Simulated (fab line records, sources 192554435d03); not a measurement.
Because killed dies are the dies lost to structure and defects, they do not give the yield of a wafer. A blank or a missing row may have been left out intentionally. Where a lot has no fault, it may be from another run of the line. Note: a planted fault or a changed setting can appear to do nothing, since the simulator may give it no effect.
Problem report in the 8D (eight disciplines) form, filled by code + flow n5_finfet + the parts of the form that need people (team, actions taken, sign-off) are left out

== 1. WHAT WENT WRONG ==
At N5_PASSIVATION_PROBE_49, sort_bin_5_function averages 96.8 % over 6 wafers from 2 lots, while fault-free wafers read 5.1 %, standard deviation 0.91. That is +99 or more standard deviations from the usual mean.
First seen on wafer L255.2, day 15 08:03, on prober-02. At this step, 9 wafers from 3 lots have a number in the record. Rule for "out", or "out of limits": more than 4 standard deviations from the usual mean. Any other wafer with a number is counted as sound.

== 2. WHAT IT IS AND WHAT IT IS NOT ==
| question                    | is                                                                                                                      | is not                                                                                                                 |
|-----------------------------|-------------------------------------------------------------------------------------------------------------------------|------------------------------------------------------------------------------------------------------------------------|
| which readings at this step | sort_bin_5_function, defect_limited_yield, killed_at_front_end, killed_dies, killed_on_rim, sort_n_pass, sort_yield_pct | killed_at_M0_to_M3, killed_at_M4_up, killed_at_contacts, killed_at_other, killed_open, killed_short, sort_bin_6_memory |
| which lots                  | L255, L256                                                                                                              | L254                                                                                                                   |
| which wafers of those lots  | all that have a number                                                                                                  | -                                                                                                                      |
| read on which tools         | prober-02                                                                                                               | prober-01                                                                                                              |
| when                        | from day 15 08:03                                                                                                       | up to then (3 sound wafers)                                                                                            |

== 3. SUSPECTS, AND WHAT RULES EACH OUT ==
Counting: a tool at any process step up to the reading remains a suspect when it ran all the lots that are out and ran no sound lot after the first of those.
- rie_si-01 at N5_FIN_SAQP_ETCH_64 (etches SiO2 in CF4, target depth 1.5 nm): kept. All lots that are out passed through it, beginning with L255 at day 4 14:25, and no sound lot followed; its final sound lot before that point was L254 at day 4 08:47.
- prober-02 at N5_PASSIVATION_PROBE_49: kept. It ran every lot that is out, first L255 (day 15 08:03), and no sound lot after that. Its own defect_limited_yield, killed_at_front_end, killed_dies, killed_on_rim, sort_bin_5_function, sort_n_pass, sort_yield_pct readings are out on those wafers.
Left after counting: rie_si-01 at N5_FIN_SAQP_ETCH_64, prober-02 at N5_PASSIVATION_PROBE_49.

== 4. THE CAUSE (what the simulator had put in) ==
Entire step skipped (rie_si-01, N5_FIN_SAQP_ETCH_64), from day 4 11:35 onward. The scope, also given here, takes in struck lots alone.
Counting leaves 2 suspects; this tool is one of them.

== 5. THE CHAIN OF EFFECTS, in route order ==
Each row: a reading whose mean over the struck wafers that have a number lies more than 3 standard deviations from the usual. Readings are gone through only where the record gives a usual standard deviation; hours: the median, over the lots, of the time from a lot's start at the first step in this table giving one to that lot's start at this step; sigmas: the change measured in usual standard deviations.
| hours | step                    | reading              | usual  | on struck wafers | change | sigmas      |
|-------|-------------------------|----------------------|--------|------------------|--------|-------------|
| 0     | N5_PASSIVATION_PROBE_49 | defect_limited_yield | 91.2 % | 0.0              | -91.2  | -65         |
| 0     | N5_PASSIVATION_PROBE_49 | killed_at_front_end  | 41     | 1114             | +1074  | +98         |
| 0     | N5_PASSIVATION_PROBE_49 | killed_dies          | 104    | 1180             | +1076  | +67         |
| 0     | N5_PASSIVATION_PROBE_49 | killed_on_rim        | 14     | 152              | +138   | +35         |
| 0     | N5_PASSIVATION_PROBE_49 | sort_bin_5_function  | 5.1 %  | 96.8             | +91.7  | +99 or more |
| 0     | N5_PASSIVATION_PROBE_49 | sort_n_pass          | 1076   | 0                | -1076  | -67         |
| 0     | N5_PASSIVATION_PROBE_49 | sort_yield_pct       | 91.2 % | 0.0              | -91.2  | -65         |
Its process steps:
- N5_PASSIVATION_PROBE_49
Readings that are blank on the struck wafers while sound wafers have them: bias_w at N5_FIN_SAQP_ETCH_64; cf4_flow_sccm at N5_FIN_SAQP_ETCH_64; drypump_motor_current_A at N5_FIN_SAQP_ETCH_64; oes_product_au at N5_FIN_SAQP_ETCH_64; throttle_valve_pct at N5_FIN_SAQP_ETCH_64.

== 6. HOW IT WOULD HAVE BEEN CAUGHT EARLIER ==
The fault began at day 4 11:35; the first out-of-limits reading in this record came at day 15 08:03, 260 hours later.
At N5_FIN_SAQP_ETCH_64 the tool's readings are blank on the struck wafers, where sound wafers have them: an empty tool record is the first sign, and it was there at once.
Each of the lots that are out, 2 in all, had begun N5_FIN_SAQP_ETCH_64 on rie_si-01 no later than day 15 08:03. Tool hold at that time: it would have spared none of them.
